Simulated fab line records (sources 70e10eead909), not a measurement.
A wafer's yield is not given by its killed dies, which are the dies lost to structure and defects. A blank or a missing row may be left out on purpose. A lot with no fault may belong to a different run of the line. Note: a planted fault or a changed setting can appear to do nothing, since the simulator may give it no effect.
fab line records | flow nand_harc
record: lots: 5 | wafers: 15 | last_day: 24
route steps=1159 shown A_CONTACT@908 END@1159
lots that met no fault: taken from a fault-free run of the same line
start_h: start of the lot's first displayed wafer, in hours after the record's first day | wait_h: time in hours since the lot's previous step | " repeats the value in the row above | L1.1+2: several wafers, shown together as one row | - no value, or no start given | * or withheld: withheld | < > ~ a bound
route shown NAME@n: names a module that has steps shown in the file, with the first one's number in the route | usual: the fault-free wafers' mean and standard deviation | same: alike in all rows | chamber/n: place in a boat | sites: each site's reading | _std_site: their standard deviation | _edge_site: mean of outer sites minus mean of inner sites | radius_mm: how far each site lies from the wafer's centre | mask NAME#n: copy n | behind: the most recent tool/chamber to have shaped the wafer | hold: what put the lot on hold/how long, in hours/how the hold closed | device: the n, p or np transistor that did not switch | end of line: the route-end tests of the same wafers | a step with no rows: only its recipe | killed: count of dies lost to structure and defects at first sort (not the wafer's yield) | map: a wafer's dies, marking killed ones x, the rest . and places with no die _
set.NAME: the setting the step ran with; set.NAME@STEP: the setting that earlier step ran with | model.NAME: the simulator's own value behind a step, which no gauge read
lots seen at some steps along the route; tables by step, rows by wafer
services: the hour from which a tool's chamber was out of use, counted from the record's first day as start_h (under 0 if before that day), plus the number of hours and why
== steps ==
step: NHARC_A_CONTACT_ETCH_128
recipe: source_w: withheld | pressure_mtorr: 20 | bias_v: 1200 | time_s: 155 | target_depth_a: 9560 | ar_flow_sccm: withheld | c4f8_flow_sccm: withheld | o2_flow_sccm: withheld | chemistry: C4F8/O2/Ar
step: NHARC_A_CONTACT_ETCH_129
recipe: source_w: withheld | pressure_mtorr: 20 | bias_v: 1200 | time_s: 155 | target_depth_a: 9560 | ar_flow_sccm: withheld | c4f8_flow_sccm: withheld | o2_flow_sccm: withheld | chemistry: C4F8/O2/Ar
lot.wafer | tool            | chamber | start_h | wait_h | rf_hours_counter_h
L573.2    | har_cap_etch-03 | 1       | 373.01  | 0.1    | 83
L573.5    | "               | 1       | "       | "      | -
L573.6    | "               | 0       | "       | "      | -
L580.2    | har_cap_etch-03 | 1       | 427.35  | 0.1    | 91
L580.4    | "               | 1       | "       | "      | -
L580.6    | "               | 1       | "       | "      | -
L583.1    | har_cap_etch-02 | 0       | 447.71  | 0.1    | 24
L583.2    | "               | 1       | "       | "      | 24
L583.4    | "               | 0       | "       | "      | -
L587.2    | har_cap_etch-01 | 0       | 472.35  | 0.1    | 71
L587.3    | "               | 0       | "       | "      | -
L587.6    | "               | 0       | "       | "      | -
L592.2    | har_cap_etch-01 | 1       | 502.08  | 0.1    | 78
L592.1    | "               | 0       | "       | "      | 78
L592.3    | "               | 0       | "       | "      | -
step: NHARC_A_CONTACT_ETCH_130
recipe: source_w: withheld | pressure_mtorr: 20 | bias_v: 1200 | time_s: 155 | target_depth_a: 9560 | ar_flow_sccm: withheld | c4f8_flow_sccm: withheld | o2_flow_sccm: withheld | chemistry: C4F8/O2/Ar
lot.wafer | tool            | chamber | start_h | wait_h | rf_hours_counter_h
L573.2    | har_cap_etch-03 | 1       | 373.16  | 0.1    | 83
L573.5    | "               | 1       | "       | "      | -
L573.6    | "               | 0       | "       | "      | -
L580.2    | har_cap_etch-03 | 1       | 427.48  | 0.1    | 91
L580.4    | "               | 1       | "       | "      | -
L580.6    | "               | 1       | "       | "      | -
L583.1    | har_cap_etch-02 | 0       | 447.85  | 0.1    | 24
L583.2    | "               | 1       | "       | "      | 24
L583.4    | "               | 0       | "       | "      | -
L587.2    | har_cap_etch-01 | 0       | 472.49  | 0.1    | 71
L587.3    | "               | 0       | "       | "      | -
L587.6    | "               | 0       | "       | "      | -
L592.2    | har_cap_etch-01 | 1       | 502.22  | 0.1    | 78
L592.1    | "               | 0       | "       | "      | 78
L592.3    | "               | 0       | "       | "      | -
step: NHARC_A_CONTACT_ETCH_131
recipe: source_w: withheld | pressure_mtorr: 20 | bias_v: 1200 | time_s: 155 | target_depth_a: 9560 | ar_flow_sccm: withheld | c4f8_flow_sccm: withheld | o2_flow_sccm: withheld | chemistry: C4F8/O2/Ar
step: NHARC_A_CONTACT_ETCH_132
recipe: source_w: withheld | pressure_mtorr: 20 | bias_v: 1200 | time_s: 156 | target_depth_a: 9580 | ar_flow_sccm: withheld | c4f8_flow_sccm: withheld | o2_flow_sccm: withheld | chemistry: C4F8/O2/Ar
lot.wafer | tool            | chamber | start_h | wait_h | rf_hours_counter_h
L573.2    | har_cap_etch-03 | 1       | 373.44  | 0.1    | 83
L573.5    | "               | 1       | "       | "      | -
L573.6    | "               | 0       | "       | "      | -
L580.2    | har_cap_etch-03 | 1       | 427.77  | 0.1    | 91
L580.4    | "               | 1       | "       | "      | -
L580.6    | "               | 1       | "       | "      | -
L583.1    | har_cap_etch-02 | 0       | 448.13  | 0.1    | 24
L583.2    | "               | 1       | "       | "      | 24
L583.4    | "               | 0       | "       | "      | -
L587.2    | har_cap_etch-01 | 0       | 472.77  | 0.1    | 71
L587.3    | "               | 0       | "       | "      | -
L587.6    | "               | 0       | "       | "      | -
L592.2    | har_cap_etch-01 | 1       | 502.51  | 0.1    | 79
L592.1    | "               | 0       | "       | "      | 79
L592.3    | "               | 0       | "       | "      | -
step: NHARC_A_CONTACT_ETCH_133
recipe: source_w: withheld | pressure_mtorr: 20 | bias_v: 400 | time_s: 195 | target_depth_a: 8400 | ar_flow_sccm: withheld | c4f8_flow_sccm: 11.5 | o2_flow_sccm: 7.2 | chemistry: C4F8/O2/Ar
lot.wafer | tool            | chamber | start_h | wait_h | rf_hours_counter_h
L573.2    | har_cap_etch-03 | 1       | 373.58  | 0.1    | 83
L573.5    | "               | 1       | "       | "      | -
L573.6    | "               | 0       | "       | "      | -
L580.2    | har_cap_etch-03 | 1       | 427.92  | 0.1    | 92
L580.4    | "               | 1       | "       | "      | -
L580.6    | "               | 1       | "       | "      | -
L583.1    | har_cap_etch-02 | 0       | 448.28  | 0.1    | 24
L583.2    | "               | 1       | "       | "      | 24
L583.4    | "               | 0       | "       | "      | -
L587.2    | har_cap_etch-01 | 0       | 472.94  | 0.1    | 71
L587.3    | "               | 0       | "       | "      | -
L587.6    | "               | 0       | "       | "      | -
L592.2    | har_cap_etch-01 | 1       | 502.65  | 0.1    | 79
L592.1    | "               | 0       | "       | "      | 79
L592.3    | "               | 0       | "       | "      | -
step: NHARC_A_CONTACT_ETCH_91
recipe: target_depth_a: 400 | over_etch_frac: 0.5 | time_s: 85.7 | ion_energy_ev: 120 | ch3f_flow_sccm: 50 | o2_flow_sccm: 30 | ar_flow_sccm: 200 | rf_w: 500 | bias_w: 100 | chemistry: CH3F/O2
step: NHARC_A_CONTACT_ETCH_97
recipe: target_depth_a: 200 | over_etch_frac: 0.5 | time_s: 10 | ion_energy_ev: 250 | c4f6_flow_sccm: 25 | o2_flow_sccm: 20 | ar_flow_sccm: 500 | rf_w: 600 | bias_w: 500 | chemistry: C4F6/O2
usual: drypump_motor_current_A: 5.6/0.41 | oes_product_au: 0.959/0.03 | rf_vpp_V: 546/3.4 | showerhead_plenum_p_Torr: 3.87/0.16 | throttle_valve_pct: 26.903/0.0091
lot.wafer | tool        | chamber | start_h | wait_h | drypump_motor_current_A | oes_product_au | rf_hours_counter_h | rf_vpp_V | showerhead_plenum_p_Torr | throttle_valve_pct
L573.2    | rie_diel-03 | 0       | -       | -      | 5.1                     | 0.962          | 29                 | 544      | 3.84                     | 26.904
L573.5    | "           | 1       | "       | "      | 5.4                     | 0.928          | -                  | 549      | 4.01                     | 26.891
L573.6    | "           | 2       | "       | "      | 6.2                     | 1.001          | -                  | 541      | 3.67                     | 26.918
L580.2    | rie_diel-01 | 3       | -       | -      | 5.0                     | 0.967          | 37                 | 541      | 3.69                     | 26.894
L580.4    | "           | 0       | "       | "      | 5.8                     | 0.937          | 37                 | 549      | 3.99                     | 26.921
L580.6    | "           | 2       | "       | "      | 6.2                     | 0.961          | -                  | 548      | 3.96                     | 26.902
L583.4    | rie_diel-04 | 1       | -       | -      | 5.9                     | 0.981          | 61                 | 546      | 3.93                     | 26.909
L583.2    | "           | 2       | "       | "      | 5.4                     | 0.967          | 60                 | 545      | 3.82                     | 26.899
L583.1    | "           | 3       | "       | "      | 5.6                     | 0.937          | 57                 | 548      | 3.93                     | 26.909
L587.2    | rie_diel-03 | 3       | -       | -      | 5.8                     | 0.933          | 14                 | 544      | 3.72                     | 26.903
L587.3    | "           | 1       | "       | "      | 5.4                     | 0.948          | 15                 | 548      | 4.00                     | 26.897
L587.6    | "           | 2       | "       | "      | 6.2                     | 0.958          | -                  | 540      | 3.66                     | 26.922
L592.1    | rie_diel-03 | 2       | -       | -      | 6.2                     | 0.966          | 21                 | 542      | 3.65                     | 26.902
L592.3    | "           | 3       | "       | "      | 5.8                     | 0.938          | 21                 | 543      | 3.72                     | 26.900
L592.2    | "           | 1       | "       | "      | 5.4                     | 0.934          | 21                 | 547      | 3.99                     | 26.908
step: NHARC_A_CONTACT_CD_MEAS_80
usual: cd_nm: 189.5/0.82
lot.wafer | tool      | chamber | start_h | wait_h | cd_nm
L573.2    | cd_sem-02 | -       | 374.40  | -      | 190.8
L573.5    | "         | -       | "       | "      | 190.2
L573.6    | "         | -       | "       | "      | 191.0
L580.2    | cd_sem-03 | -       | 428.72  | -      | 188.8
L580.4    | "         | -       | "       | "      | 190.0
L580.6    | "         | -       | "       | "      | 189.3
L583.1    | cd_sem-02 | -       | 449.10  | -      | 189.2
L583.2    | "         | -       | "       | "      | 189.2
L583.4    | "         | -       | "       | "      | 189.9
L587.2    | cd_sem-03 | -       | 473.68  | -      | 188.7
L587.3    | "         | -       | "       | "      | 189.4
L587.6    | "         | -       | "       | "      | 189.8
L592.1    | cd_sem-01 | -       | 503.43  | -      | 188.8
L592.2    | "         | -       | "       | "      | 188.9
L592.3    | "         | -       | "       | "      | 189.0
step: NHARC_A_CONTACT_STRIP_103
recipe: n2_flow_sccm: 150 | h2_flow_sccm: 150 | ar_flow_sccm: 0 | bias_w: 0 | chemistry: N2/H2
step: NHARC_A_CONTACT_STRIP_104
recipe: cf4_flow_sccm: 100 | chf3_flow_sccm: 30 | ar_flow_sccm: 0 | bias_w: 0 | chemistry: CF4/CHF3
step: NHARC_A_CONTACT_STRIP_105
recipe: o2_flow_sccm: 400 | cos_flow_sccm: 20 | ar_flow_sccm: 0 | bias_w: 0 | chemistry: O2/COS
step: NHARC_A_CONTACT_ETCH_106
recipe: target_depth_a: 600 | overetch_a: 60 | time_s: 33 | ion_energy_ev: 100 | cf4_flow_sccm: 80 | o2_flow_sccm: 20 | ar_flow_sccm: 0 | rf_w: 300 | bias_w: 100 | chemistry: CF4/O2
usual: drypump_motor_current_A: 5.6/0.41 | oes_product_au: 0.997/0.015 | rf_vpp_V: 197.4/1.4 | showerhead_plenum_p_Torr: 1.32/0.055 | throttle_valve_pct: 13.398/0.0092
lot.wafer | tool        | chamber | start_h | wait_h | drypump_motor_current_A | oes_product_au | rf_hours_counter_h | rf_vpp_V | showerhead_plenum_p_Torr | throttle_valve_pct
L573.2    | rie_diel-01 | 2       | 374.70  | 0.1    | 6.2                     | 1.010          | 17                 | 198.1    | 1.35                     | 13.384
L573.6    | "           | 0       | "       | "      | 5.8                     | 0.996          | -                  | 199.2    | 1.36                     | 13.408
L573.5    | "           | 1       | "       | "      | 5.3                     | 1.011          | -                  | 197.9    | 1.43                     | 13.406
L580.4    | rie_diel-03 | 0       | 429.17  | 0.2    | 5.1                     | 0.922          | 6                  | 196.5    | 1.30                     | 13.387
L580.2    | "           | 3       | "       | "      | 5.8                     | 0.968          | 7                  | 195.9    | 1.26                     | 13.414
L580.6    | "           | 1       | "       | "      | 5.4                     | 0.986          | -                  | 197.2    | 1.36                     | 13.403
L583.2    | rie_diel-01 | 3       | 449.55  | 0.1    | 5.0                     | 0.996          | 44                 | 196.4    | 1.25                     | 13.398
L583.1    | "           | 1       | "       | "      | 5.3                     | 1.015          | 48                 | 200.9    | 1.42                     | 13.382
L583.4    | "           | 2       | "       | "      | 6.1                     | 1.010          | 42                 | 199.4    | 1.35                     | 13.414
L587.3    | rie_diel-01 | 3       | 474.47  | 0.6    | 5.0                     | 0.997          | 54                 | 195.7    | 1.25                     | 13.406
L587.2    | "           | 0       | "       | "      | 5.8                     | 0.983          | 51                 | 198.2    | 1.36                     | 13.385
L587.6    | "           | 2       | "       | "      | 6.1                     | 1.018          | -                  | 198.2    | 1.35                     | 13.395
L592.2    | rie_diel-03 | 2       | 503.78  | 0.1    | 6.2                     | 1.017          | 21                 | 194.4    | 1.24                     | 13.388
L592.3    | "           | 3       | "       | "      | 5.8                     | 0.983          | 21                 | 196.1    | 1.26                     | 13.390
L592.1    | "           | 0       | "       | "      | 5.1                     | 0.993          | 21                 | 196.3    | 1.30                     | 13.417
step: NHARC_A_CONTACT_STRIP_82
recipe: o2_flow_sccm: 500 | ar_flow_sccm: 0 | bias_w: 0 | chemistry: O2
step: NHARC_END_SORT_01
recipe: temp_c: 25
usual: killed_at_array: 31/11 | killed_at_other: 0.5/0.78 | killed_at_periphery: 3.0/2 | killed_dies: 34/12 | killed_open: 3.2/2 | killed_short: 1.9/1.6
same: gross_dies: 677
lot.wafer | tool      | chamber | start_h | wait_h | hold                     | killed_at_array | killed_at_other | killed_at_periphery | killed_dies | killed_open | killed_short
L573.2    | prober-01 | 0       | 446.47  | 2.8    | -                        | 48              | 1               | 2                   | 51          | 8           | 0
L573.5    | prober-01 | 0       | 448.87  | 3.7    | -                        | 34              | 0               | 4                   | 38          | 2           | 3
L573.6    | prober-01 | 0       | 449.67  | 4.0    | -                        | 39              | 0               | 7                   | 46          | 5           | 2
L580.2    | prober-02 | 0       | 497.89  | 2.8    | await_dispo/8.5h/release | 33              | 0               | 4                   | 37          | 4           | 2
L580.4    | prober-02 | 0       | 499.49  | 3.4    | await_dispo/8.5h/release | 657             | 0               | 1                   | 658         | 2           | 1
L580.6    | prober-02 | 0       | 501.09  | 4.0    | await_dispo/8.5h/release | 43              | 1               | 1                   | 45          | 3           | 1
L583.1    | prober-02 | 0       | 510.06  | 2.5    | -                        | 41              | 0               | 3                   | 44          | 4           | 3
L583.2    | prober-02 | 0       | 510.87  | 2.8    | -                        | 50              | 0               | 3                   | 53          | 6           | 6
L583.4    | prober-02 | 0       | 512.47  | 3.4    | -                        | 54              | 0               | 1                   | 55          | 5           | 2
L587.2    | prober-01 | 0       | 541.63  | 2.8    | -                        | 37              | 1               | 2                   | 40          | 4           | 4
L587.3    | prober-01 | 0       | 542.43  | 3.1    | -                        | 33              | 1               | 1                   | 35          | 3           | 0
L587.6    | prober-01 | 0       | 544.84  | 4.0    | -                        | 31              | 0               | 5                   | 36          | 6           | 0
L592.1    | prober-02 | 0       | 571.96  | 2.5    | -                        | 29              | 0               | 3                   | 32          | 3           | 1
L592.2    | prober-02 | 0       | 572.75  | 2.8    | -                        | 29              | 0               | 4                   | 33          | 5           | 2
L592.3    | prober-02 | 0       | 573.54  | 3.1    | -                        | 21              | 0               | 3                   | 24          | 6           | 2
killed by level:class
L573.2 A_CHANNEL_HOLE_D1:chamber_film_flake=14 A_SLIT:chamber_film_flake=14 A_CONTACT:chamber_film_flake=5 A_STAIRCASE:chamber_film_flake=4 A_CHANNEL_FILL_D1:geometric_particle:open=2 A_CONTACT:geometric_particle:open=2 P_ZERO_WELL:chamber_film_flake=2 A_SGD_CUT:chamber_film_flake=2
L573.5 A_SLIT:chamber_film_flake=11 A_CHANNEL_HOLE_D1:chamber_film_flake=10 A_SGD_CUT:chamber_film_flake=4 P_ZERO_WELL:chamber_film_flake=2 A_STAIRCASE:chamber_film_flake=2 A_CONTACT:chamber_film_flake=2 P_M0:geometric_particle:open=1 A_CHANNEL_FILL_D1:geometric_particle:short=1
L573.6 A_CHANNEL_HOLE_D1:chamber_film_flake=16 A_SLIT:chamber_film_flake=14 P_ZERO_WELL:chamber_film_flake=4 A_CONTACT:geometric_particle:open=2 A_WL_FILL:chamber_film_flake=2 P_M0:geometric_particle:open=1 A_CHANNEL_FILL_D1:geometric_particle:short=1 A_SGD_CUT:geometric_particle:short=1
L580.2 A_SLIT:chamber_film_flake=12 A_CHANNEL_HOLE_D1:chamber_film_flake=9 A_STAIRCASE:chamber_film_flake=4 P_ZERO_WELL:chamber_film_flake=3 A_CONTACT:chamber_film_flake=3 P_CONTACT:geometric_particle:short=1 A_SOURCE_PLATE:geometric_particle:open=1 A_ONON_D1:geometric_particle:open=1
L580.4 A_CONTACT:area_etch=616 A_CHANNEL_HOLE_D1:chamber_film_flake=15 A_SLIT:chamber_film_flake=15 A_STAIRCASE:chamber_film_flake=4 A_CONTACT:chamber_film_flake=4 A_CHANNEL_FILL_D1:geometric_particle:short=1 A_CONTACT:geometric_particle:open=1 A_M0:geometric_particle:open=1
L580.6 A_CHANNEL_HOLE_D1:chamber_film_flake=18 A_SLIT:chamber_film_flake=14 A_STAIRCASE:chamber_film_flake=8 A_M0:geometric_particle:open=2 P_GATE:geometric_particle:short=1 STARTING-WAFER:geometric_particle:open=1 A_CONTACT:chamber_film_flake=1
L583.1 A_CHANNEL_HOLE_D1:chamber_film_flake=14 A_SLIT:chamber_film_flake=14 A_STAIRCASE:chamber_film_flake=7 P_GATE:geometric_particle:open=1 P_CONTACT:geometric_particle:open=1 P_M0:geometric_particle:open=1 A_CHANNEL_HOLE_D1:geometric_particle:short=1 A_SGD_CUT:geometric_particle:short=1
L583.2 A_CHANNEL_HOLE_D1:chamber_film_flake=15 A_SLIT:chamber_film_flake=14 A_STAIRCASE:chamber_film_flake=7 A_ONON_D1:geometric_particle:short=4 A_CHANNEL_FILL_D1:geometric_particle:open=2 A_CHANNEL_FILL_D1:chamber_film_flake=2 P_CONTACT:geometric_particle:open=1 P_M0:geometric_particle:open=1
L583.4 A_SLIT:chamber_film_flake=19 A_CHANNEL_HOLE_D1:chamber_film_flake=17 A_STAIRCASE:chamber_film_flake=9 A_M0:geometric_particle:open=2 A_CONTACT:chamber_film_flake=2 P_M1:geometric_particle:open=1 A_SOURCE_PLATE:geometric_particle:short=1 A_CHANNEL_FILL_D1:geometric_particle:short=1
L587.2 A_SLIT:chamber_film_flake=16 A_STAIRCASE:chamber_film_flake=6 A_CHANNEL_HOLE_D1:chamber_film_flake=5 A_CONTACT:chamber_film_flake=3 P_CONTACT:geometric_particle:short=1 P_CONTACT:geometric_particle:open=1 A_CHANNEL_HOLE_D1:geometric_particle:short=1 A_CHANNEL_FILL_D1:geometric_particle:short=1
L587.3 A_SLIT:chamber_film_flake=16 A_CHANNEL_HOLE_D1:chamber_film_flake=8 A_STAIRCASE:chamber_film_flake=6 P_M1:geometric_particle:open=1 A_ONON_D1:geometric_particle:open=1 A_CONTACT:geometric_particle:open=1 A_CHANNEL_FILL_D1:chamber_film_flake=1 THIN_TSV:chamber_film_flake=1
L587.6 A_CHANNEL_HOLE_D1:chamber_film_flake=11 A_SLIT:chamber_film_flake=9 A_STAIRCASE:chamber_film_flake=3 A_CONTACT:chamber_film_flake=3 A_CONTACT:geometric_particle:open=2 P_M1:chamber_film_flake=2 A_CHANNEL_FILL_D1:geometric_particle:open=1 P_GATE:geometric_particle:open=1
L592.1 A_CHANNEL_HOLE_D1:chamber_film_flake=8 A_CONTACT:chamber_film_flake=6 A_BLC:chamber_film_flake=4 P_BONDPAD:chamber_film_flake=2 A_STAIRCASE:chamber_film_flake=2 A_SGD_CUT:chamber_film_flake=2 A_M0:chamber_film_flake=2 P_M0:geometric_particle:open=1
L592.2 A_BLC:chamber_film_flake=6 A_CONTACT:chamber_film_flake=6 A_CHANNEL_HOLE_D1:chamber_film_flake=5 A_SGD_CUT:chamber_film_flake=3 A_ONON_D1:geometric_particle:open=2 A_SLIT:chamber_film_flake=2 P_GATE:geometric_particle:open=1 P_M0:geometric_particle:open=1
L592.3 A_CHANNEL_HOLE_D1:chamber_film_flake=4 A_SGD_CUT:chamber_film_flake=4 A_CONTACT:geometric_particle:open=2 A_CONTACT:chamber_film_flake=2 A_M0:chamber_film_flake=2 P_GATE:geometric_particle:open=1 P_CONTACT:geometric_particle:open=1 A_ONON_D1:geometric_particle:open=1
map L580.4 (x killed, . not)
____________.____________
_________xx.xx.._________
_______xxxxxxxxxxx_______
______xx.xxxxxxxxxx______
_____xxxxxxxxxxxxxxx_____
____..xxxxxxxxxxxxxxx____
____xxxxxxxxxxxxxxxxx____
___xx.xxxxxxxxxxxxxxx.___
___xxxxxxxxxxxxxxxxxx.___
__xxxxxxxxxxxxxxxxxxxx.__
__xxxxxxxxxxxxxxxxxxxx.__
_xxxxxxxxxxxxxxxxxxxxxxx_
_xxxxxxxxxxxxxxxxxxxxx.._
_xxxxxxxxxxxxxxxxxxxxxxx_
_xxxxxxxxxxxxxxxxxxxxxxx_
_xxxxxxxxxxxxxxxxxxxxxxx_
xxxxxxxxxxxxxxxxxxxxxxxxx
xxxxxxxxxxxxxxxxxxxxxxxx.
xxxxxxxxxxxxxxxxxxxxxxxx.
xxxxxxxxxxxxxxxxxxxxxxxxx
xxxxxxxxxxxxxxxxxxxxxxxxx
_xxxxxxxxxxxxxxxxxxxxxxx_
_xxxxxxxxxxxxxxxxxxxxxx._
_xxxxxxxxxxxxxxxxxxxxxxx_
_xxxxxxxxxxxxxxxxxxxxxx._
_xxxxxxxxxxxxxxxxxxxxx.x_
__xxxxxxxxxxxxxxxxxxxxx__
__xxxxxxxxxxxxxxxxxxxxx__
___xxxxxxxxxxxxxxxxxxx___
___xxxxxxxxxxxxxxxxxxx___
____xxxxxxxxxxxxxxxxx____
____xxxxxxxxxxxxxxxxx____
_____xxxxxxxxxxxxxxx_____
______xxxxxxxxxxxxx______
_______xxxxxxxxxxx_______
_________xxxxxxx_________
____________x____________
map L592.2 (x killed, . not)
____________.____________
_________...x..._________
_______..........._______
______.............______
_____..............._____
____.................____
____.................____
___.........x.........___
___.......x...x......x___
__.............x......x__
__....................x__
_.x....................._
_......................._
_..................x...x_
_x..............x.xx..x._
_................x......_
..............x..........
...............x...x.....
x........................
..............x..........
.....x.............x.....
_......................._
_......................._
_......x................_
_....x...........x......_
_......................._
__..........x..........__
__.....................__
___.................x.___
___...................___
____.................____
____...............x.____
_____..........xx..._____
______.............______
_______.........x._______
_________......._________
____________.____________
== services ==
tool        | chamber | start_h | hours | kind
rie_diel-03 | -       | 360.97  | 0.3   | repair
rie_diel-03 | 0       | 371.36  | -     | clean
rie_diel-03 | 1       | 371.36  | -     | clean
rie_diel-03 | 2       | 371.36  | -     | clean
rie_diel-03 | 3       | 371.36  | -     | clean
rie_diel-01 | 0       | 390.21  | 8.2   | repair
rie_diel-03 | -       | 392.33  | 9.0   | pm
rie_diel-03 | 0       | 392.33  | 9.0   | vent_cycle
rie_diel-03 | 1       | 392.33  | 9.0   | vent_cycle
rie_diel-03 | 2       | 392.33  | 9.0   | vent_cycle
rie_diel-03 | 3       | 392.33  | 9.0   | vent_cycle
rie_diel-03 | 0       | 401.33  | -     | clean
rie_diel-03 | 1       | 401.33  | -     | clean
rie_diel-03 | 2       | 401.33  | -     | clean
rie_diel-03 | 3       | 401.33  | -     | clean
rie_diel-03 | 0       | 425.99  | -     | clean
rie_diel-03 | 1       | 425.99  | -     | clean
rie_diel-03 | 2       | 425.99  | -     | clean
rie_diel-03 | 3       | 425.99  | -     | clean
rie_diel-03 | 0       | 450.49  | -     | clean
rie_diel-03 | 1       | 450.49  | -     | clean
rie_diel-04 | -       | 465.97  | 9.0   | pm
rie_diel-03 | 3       | 487.55  | 4.3   | repair
rie_diel-01 | -       | 491.88  | 9.0   | pm
== key ==
first_sign: step: NHARC_A_CONTACT_ETCH_106 | reading: oes_product_au | direction: down | sigmas: 5 | usual: 0.997 | struck: 0.922
effect: step: NHARC_END_SORT_01 | reading: killed_at_array | direction: up | sigmas: 56 | usual: 31 | struck: 657
more_kills_born_at: NHARC_A_CONTACT_ETCH_106@rie_diel-03: 616
met_at NHARC_A_CONTACT_ETCH_106
struck_wafers L580.4
later_rows_left_out L580.4
tester_left_out L580
fault: kind: process_parameter_drift | tool: rie_diel-03 | chamber: 0 | onset_h: 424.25 | steps: NHARC_A_CONTACT_ETCH_106 | channel: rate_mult | offset: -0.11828 | shape: step | end_h: 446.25
tester_left_out: of these lots the tester's yield and bins aren't shown, on N5 and GAA mostly nor the transistor test; their killed dies are dies lost to structure and defects alone, not to doping, threshold or leakage, so they don't give the yield
later_rows_left_out: the simulator's readings of these wafers behind a module that went badly wrong aren't trusted and aren't shown, but for the sort
